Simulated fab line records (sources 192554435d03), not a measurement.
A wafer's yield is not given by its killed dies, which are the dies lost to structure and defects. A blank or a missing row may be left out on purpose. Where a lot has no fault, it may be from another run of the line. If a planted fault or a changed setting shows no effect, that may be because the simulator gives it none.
Which tool is to blame?	flow n5_finfet	Sampling: 10 lots, 30 wafers, 5 of 1938 route steps

== WHAT THE GAUGES READ, wafer by wafer ==
N5_ILD0_THK_MEAS_13. Usual: 17.5 nm for thk_nm, sd 1.1.
lot	measured	on	thk_nm (nm)	flag
L651	day 4 02:58	film_metro-01	17.9 15.3 16.8	
L653	day 4 12:17	film_metro-02	19.3 19.0 18.8	
L654	day 4 15:04	film_metro-02	18.2 19.3 18.4	
L657	day 5 13:04	film_metro-02	17.2 17.1 16.5	
L658	day 5 19:06	film_metro-02	17.4 18.0 16.2	
L661	day 6 11:48	film_metro-01	18.4 19.3 18.3	
L666	day 7 15:34	film_metro-02	17.9 17.0 17.7	
L669	day 8 21:41	film_metro-01	17.1 18.1 18.4	
L671	day 10 16:34	film_metro-01	19.1 17.5 16.0	
L670	day 10 17:29	film_metro-01	17.6 16.3 18.4	

N5_SDB_CD_MEAS_11: target cd 50 nm. Usual: 50.3 nm for cd_nm, sd 0.93.
lot	measured	on	cd_nm (nm)	flag
L651	day 4 03:22	cd_sem-01	51.5 51.7 50.6	
L653	day 4 12:50	cd_sem-02	50.0 50.2 49.3	
L654	day 4 15:29	cd_sem-02	49.6 49.3 49.4	
L657	day 5 13:35	cd_sem-02	49.8 50.4 50.5	
L658	day 5 19:37	cd_sem-03	51.4 51.0 52.2	
L661	day 6 12:11	cd_sem-01	51.6 50.2 51.5	
L666	day 7 16:04	cd_sem-03	51.0 51.9 51.4	
L669	day 8 22:12	cd_sem-01	50.8 49.5 49.6	
L671	day 10 17:05	cd_sem-01	50.0 51.2 51.3	
L670	day 10 17:52	cd_sem-03	50.5 50.4 50.4	

N5_SDB_INSPECT_13: inspects for defects (brightfield). Usual: 72 for raw_defect_count, sd 30.
lot	measured	on	raw_defect_count	flag
L651	day 4 03:25	defect_inspect-01	44 49 61	
L653	day 4 12:53	defect_inspect-02	33 43 67	
L654	day 4 15:32	defect_inspect-02	57 20 92	
L657	day 5 13:38	defect_inspect-02	90 162 89	
L658	day 5 19:40	defect_inspect-01	59 75 111	
L661	day 6 12:14	defect_inspect-01	68 42 56	
L666	day 7 16:08	defect_inspect-02	108 52 83	
L669	day 8 22:16	defect_inspect-02	81 151 89	
L671	day 10 17:08	defect_inspect-01	51 48 48	
L670	day 10 17:55	defect_inspect-01	71 80 115	

N5_BEOL_M4_RC_MEAS_101. Usual: DIBL_N 36.5 mV/V, standard deviation 1.2; DIBL_P 36.5 mV/V, standard deviation 1.6; IOFF_N 0.162 nA/um, standard deviation 0.023; IOFF_P 0.221 nA/um, standard deviation 0.03; ION_N 678 uA/um, standard deviation 8; ION_P 466 uA/um, standard deviation 6.3; SS_N 71.6 mV/dec, standard deviation 0.46; SS_P 73.3 mV/dec, standard deviation 0.57; VT_N 249.2 mV, standard deviation 2.6; VT_P -249 mV, standard deviation 3.3.
lot	measured	on	DIBL_N (mV/V)	DIBL_P (mV/V)	IOFF_N (nA/um)	IOFF_P (nA/um)	ION_N (uA/um)	ION_P (uA/um)	SS_N (mV/dec)	SS_P (mV/dec)	VT_N (mV)	VT_P (mV)	flag
L651	day 10 11:47	prober-02	36.0 37.7 38.3	36.5 39.4 39.4	0.144 0.172 0.186	0.206 0.268 0.272	675 675 688	469 476 475	71.5 71.9 71.6	73.3 73.8 73.1	252.9 246.7 248.1	-250 -247 -244	
L653	day 10 19:10	prober-02	34.9 35.4 36.6	33.9 32.9 34.1	0.131 0.129 0.145	0.212 0.198 0.216	674 664 668	468 456 469	71.7 71.5 72.1	72.4 72.3 72.4	250.3 253.1 250.4	-247 -251 -247	
L654	day 11 01:40	prober-02	36.6 37.0 36.9	38.9 39.9 39.0	0.186 0.209 0.191	0.239 0.253 0.232	683 693 682	467 470 470	71.1 71.8 71.4	74.4 73.7 73.8	248.0 244.0 246.5	-248 -245 -248	
L657	day 11 14:50	prober-02	36.9 36.6 36.5	37.8 37.4 37.5	0.162 0.155 0.156	0.189 0.180 0.176	680 667 682	459 454 460	71.5 71.3 71.9	73.0 74.0 72.5	250.4 251.2 250.6	-253 -254 -256	
L658	day 11 17:20	prober-02	35.8 35.8 35.5	36.0 36.5 35.2	0.152 0.151 0.148	0.205 0.210 0.194	680 669 682	465 458 464	71.8 71.4 71.0	73.0 73.1 73.2	252.3 249.7 250.3	-252 -250 -252	
L661	day 12 23:46	prober-02	35.7 36.7 36.8	35.1 35.9 36.9	0.158 0.175 0.188	0.179 0.192 0.210	681 680 689	454 455 463	71.3 71.9 72.1	73.0 73.6 73.7	252.5 246.2 249.9	-254 -254 -250	
L666	day 14 08:17	prober-02	35.0 35.2 36.1	36.7 35.8 37.5	0.145 0.135 0.160	0.218 0.209 0.250	684 681 686	475 474 481	71.1 71.5 71.6	73.9 73.2 73.1	249.7 251.7 249.6	-248 -251 -246	
L669	day 14 12:09	prober-02	38.8 36.4 38.4	39.4 36.0 38.4	0.225 0.173 0.204	0.302 0.244 0.288	700 682 687	475 471 479	72.1 71.6 71.8	74.0 72.6 74.0	243.9 246.0 246.0	-244 -245 -244	
L671	day 16 01:32	prober-02	37.5 37.1 35.6	37.2 36.5 34.3	0.169 0.147 0.125	0.210 0.203 0.176	675 669 668	462 462 459	72.1 72.0 70.9	73.1 72.9 73.2	250.7 251.4 253.9	-251 -249 -252	
L670	day 16 04:32	prober-01	38.0 37.1 36.0	36.7 35.6 34.9	0.167 0.155 0.138	0.214 0.203 0.189	674 677 672	462 465 464	72.0 71.5 71.7	74.3 72.9 73.1	246.7 248.8 250.6	-249 -250 -249	

== WHAT TOOL EACH LOT RAN ON (gives the tool, then ch and the chambers of the sampled wafers, and finally the start) ==
lot	N5_SDB_ETCH_17
L651	rie_diel-01 ch 0,1,2, day 4 03:29
L653	rie_diel-04 ch 1,2, day 4 12:58
L654	rie_diel-04 ch 1,2,3, day 4 15:37
L657	rie_diel-04 ch 2,3, day 5 13:49
L658	rie_diel-06 ch 0,1,2, day 5 19:44
L661	rie_diel-06 ch 1,3, day 6 12:28
L666	rie_diel-06 ch 0,1,3, day 7 16:12
L669	rie_diel-04 ch 1,2, day 8 22:20
L671	rie_diel-06 ch 0,1,3, day 10 17:13
L670	rie_diel-04 ch 0,1,2, day 10 18:02
- N5_SDB_ETCH_17: etches SiARC in CF4, target depth 23.4 nm, time 39 s.

== WHAT THE TOOLS THEMSELVES READ (means of the sampled wafers that have a number; where no wafer has one, the mark that the record gives instead) ==
N5_SDB_ETCH_17. Usual: bias_w 35.99 W, standard deviation 0.11; cf4_flow_sccm 99.97 sccm, standard deviation 0.27; drypump_motor_current_A 5.8 A, standard deviation 0.42; etch_rf_on_time_s 38.8 s, standard deviation 0.41; oes_product_au 0.68 a.u., standard deviation 0.053; rf_vpp_V 184.5 V, standard deviation 1.1; showerhead_plenum_p_Torr 2.17 Torr, standard deviation 0.056; throttle_valve_pct 15.63 %, standard deviation 0.21.
lot	tool	bias_w (W)	cf4_flow_sccm (sccm)	drypump_motor_current_A (A)	etch_rf_on_time_s (s)	oes_product_au (a.u.)	rf_vpp_V (V)	showerhead_plenum_p_Torr (Torr)	throttle_valve_pct (%)	flag
L651	rie_diel-01	35.84	99.98	5.9	38.2	0.76	184.4	2.18	15.52	
L653	rie_diel-04	36.00	99.92	5.4	38.8	0.69	185.2	2.18	15.50	
L654	rie_diel-04	36.14	99.89	5.8	39.2	0.67	184.9	2.20	15.56	
L657	rie_diel-04	36.02	100.38	6.1	44.5	0.61	184.1	2.22	15.64	OFF
L658	rie_diel-06	36.09	100.18	5.6	39.0	0.67	184.6	2.18	15.63	
L661	rie_diel-06	35.97	99.72	5.9	38.6	0.68	185.5	2.15	15.54	
L666	rie_diel-06	36.02	99.69	5.9	38.4	0.67	183.7	2.15	15.66	
L669	rie_diel-04	36.10	100.25	5.4	39.2	0.63	184.2	2.18	15.83	
L671	rie_diel-06	35.91	100.18	5.8	38.7	0.65	183.8	2.14	15.68	
L670	rie_diel-04	35.98	100.26	5.7	38.7	0.69	184.7	2.21	15.64	

== THE ANSWER, worked out from the rows above alone ==
Rule: a lot counts as off when the mean over its wafers that have a number is more than 3 standard deviations away from the usual mean. A lot without any number at a reading at which 4 lots or more have one is off too. All remaining lots with rows at the step are treated as sound. Order of review: gauges by route order, followed by the tools' own readings, for which a lot's mean as printed above is used. The first step at which some lot is off is used, and at that step the reading that is off furthest; a lot without a number counts as furthest.
Off, at N5_SDB_ETCH_17 on etch_rf_on_time_s: L657.
A tool fits if, at that step or a process step before it, it ran every lot that is off, and no sound lot after the first of them. No candidate that was tried fits.

== WHAT THE SIMULATOR HAD INSERTED ==
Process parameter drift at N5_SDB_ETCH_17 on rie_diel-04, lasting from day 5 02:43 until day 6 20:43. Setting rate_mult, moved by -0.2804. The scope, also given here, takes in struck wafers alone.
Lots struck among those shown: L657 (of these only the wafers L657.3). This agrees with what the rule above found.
